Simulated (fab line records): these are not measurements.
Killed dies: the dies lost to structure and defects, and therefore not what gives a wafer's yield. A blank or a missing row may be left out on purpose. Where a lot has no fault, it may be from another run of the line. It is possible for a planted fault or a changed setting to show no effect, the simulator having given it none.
Struck lot and sound lot, side by side	flow n5Finfet	27 out of 1938 route steps
Sound: the wafers L591.1, L591.3, L591.5. Wafers L594.2, L594.4, L594.6 were the ones struck. At the end, the cause is stated.
Order at every step that has rows: each side's tool, ch and its chambers, its first start. Under that, the readings that differ: sound wafers	struck wafers	difference of the means	sigmas: that difference in standard deviations of wafers without a fault.
alike: readings whose means differ by less than 2 such deviations, and words and numbers that are the same on both sides. not compared: withheld readings, readings that some wafer has no value for, bounds like >300 that may hide the same value, and numbers for which the record gives no deviation and whose values overlap.
A row with sigmas, a row that says differs or no value, or rows on one side alone: a step with any of these is where the two part. Non-overlapping numbers with no deviation appear without sigmas and do not part them. A reading that every wafer of one side lacks parts them only if that side has two wafers or more.

N5_BEOL_M14_SPUTTER_45: material Cu, target thk 100 nm, time 16.67 s.
  sound on pvdSputter-01, day 12 22:50; struck on pvdSputter-02, day 13 12:55
  alike: throttleValvePct
then, 1 step without rows for these wafers: N5_BEOL_M14_ECD_47 (material Cu, target thk 1248 nm).
N5_BEOL_M14_ANNEAL_48: time 90 s.
  sound on rtpAnneal-01 ch 0, day 12 23:13; struck on rtpAnneal-01 ch 0, day 13 13:28
  alike: annealTempC, wafer_temp_C_max
N5_BEOL_M14_CMP_49: polishes, stops on SiO2, t overpolish 5.2 s, target thk 560 nm.
  sound on cmp-01 ch 1,2,3, day 12 23:37; struck on cmp-02 ch 2,3, day 13 13:43
reading	sound	struck	difference	sigmas
barrierFieldEndpointS (s)	10.9 11.1 11.2	12.5 12.1 12.2	+1.2	+3
overpolishRunS (s)	5.183 5.192 5.183	5.216 5.204 5.210	+0.024	+3
timeToEndpointS (s)	117 115 119	140 134 136	+20	+3
  alike: clearingPlatenRpm, motorCurrentA, retainingRingPressureFrac, slurryFlowMlMin
N5_BEOL_M14_THK_MEAS_50: measures by xrf.
  sound on filmMetro-01, day 12 23:53; struck on filmMetro-01, day 13 14:01
  alike: M14_THK
then, 2 steps without rows for these wafers: N5_BEOL_M14_PRE_CLEAN_52 (time 15 s); N5_BEOL_M14_DEP_53 (deposits SiCN from 3MS/NH3, target thk 50 nm, time 17.8 s).
N5_BEOL_M14_RS_MEAS_54: the measuring method here is four-point-probe.
  sound on filmMetro-02, day 13 00:02; struck on filmMetro-01, day 13 14:08
  alike: M14_RS
N5_BEOL_M14_INSPECT_55: inspects for defects (darkfield).
  sound on defectInspect-01, day 13 00:04; struck on defectInspect-01, day 13 14:10
  alike: rawDefectCount
then, 1 step without rows for these wafers: N5_BEOL_M15_ILD_DEP_00 (deposits SiO2 from TEOS/O2, target thk 1629.3 nm, time 346.1 s).
N5_BEOL_M15_THK_MEAS_01:
  sound on filmMetro-02, day 13 00:21; struck on filmMetro-02, day 13 14:27
  alike: M15_ILD_THK
then, 1 step without rows for these wafers: N5_BEOL_M15_COAT_58 (time 60 s, resist thk 89 nm).
N5_BEOL_M15_COAT_04: resist thk 800 nm.
  sound on lithoTrack-05 ch 0, day 13 00:23; struck on lithoTrack-01 ch 0, day 13 14:29
reading	sound	struck	difference	sigmas
spinSpeedRpm (rpm)	1702.8 1703.7 1704.8	2300.6 2299.9 2301.9	+597.0	+99 or more
model.coat_of_BEOL_M15_COAT_04.thkNm (nm)	803 803.6 803.2	687.8 690.4 691	-113.5	
then, 6 steps without rows for these wafers: N5_BEOL_M15_EBR_06; N5_BEOL_M15_SOFTBAKE_05 (time 60 s); N5_BEOL_M15_EXPOSE_07 (exposes mask V14); N5_BEOL_M15_PEB_08 (peb time 90 s); N5_BEOL_M15_DEVELOP_09 (develop time 45 s); N5_BEOL_M15_HARDBAKE_14 (time 120 s).
N5_BEOL_M15_CD_MEAS_10 targets a cd of 360 nm.
  sound on cdSem-03 ch 0, day 13 00:47; struck on cdSem-03 ch 0, day 13 14:53
reading	sound	struck	difference	sigmas
cdNm (nm)	362.7 359.3 364.4	365.3 368.3 369.7	+5.6	+3
N5_BEOL_M15_OVL_MEAS_11:
  sound on overlay-02 ch 0, day 13 00:49; struck on overlay-02 ch 0, day 13 14:55
  alike: V14_OVL
N5_BEOL_M15_INSPECT_12: inspects for defects (macro).
  sound on defectInspect-01, day 13 00:50; struck on defectInspect-02, day 13 14:56
  alike: rawDefectCount
N5_BEOL_M15_DESCUM_15: chemistry O2, time 7.9 s.
  sound on rieDiel-02 ch 1,2,3, day 13 00:52; struck on rieDiel-03 ch 0,1,3, day 13 15:11
  alike: drypumpMotorCurrentA, oesProductAu, rfVppV, showerheadPlenumPTorr, throttleValvePct
  not compared: rfHoursCounterH
then, 1 step without rows for these wafers: N5_BEOL_M15_ETCH_59 (etches BARC in N2/H2, target depth 89 nm, overetch 26.7 nm, time 67.9 s).
N5_BEOL_M15_VIA_ETCH_16: etches SiO2 in C4F8/O2/Ar, target depth 1792.2 nm.
  sound on rieDiel-02 ch 1,2,3, day 13 00:57; struck on rieDiel-03 ch 0,1,3, day 13 15:17
reading	sound	struck	difference	sigmas
model.coat_of_BEOL_M15_COAT_04.thkNm (nm)	335.8 343 332.4	231.6 226.4 211.6	-113.9	
  alike: drypumpMotorCurrentA, oes_f_703_au, oesProductAu, rfVppV, showerheadPlenumPTorr, throttleValvePct
N5_BEOL_M15_STRIP_63: strips in O2.
  sound: rieDiel-02 ch 1,2,3; struck: rieDiel-03 ch 0,1,3
  alike: drypumpMotorCurrentA, oesProductAu, rfVppV, showerheadPlenumPTorr, throttleValvePct
  not compared: rfHoursCounterH
next, for these wafers, 1 step has no rows: N5_PASSIVATION_PROBE_49.

WHERE THEY PART
At N5_BEOL_M14_CMP_49 first; at N5_BEOL_M15_CD_MEAS_10 last (within this record only). Later steps at which nothing parts them and some readings are alike: N5_BEOL_M15_OVL_MEAS_11, N5_BEOL_M15_INSPECT_12, N5_BEOL_M15_DESCUM_15, N5_BEOL_M15_VIA_ETCH_16, N5_BEOL_M15_STRIP_63.

WHY: what had been put in by the simulator
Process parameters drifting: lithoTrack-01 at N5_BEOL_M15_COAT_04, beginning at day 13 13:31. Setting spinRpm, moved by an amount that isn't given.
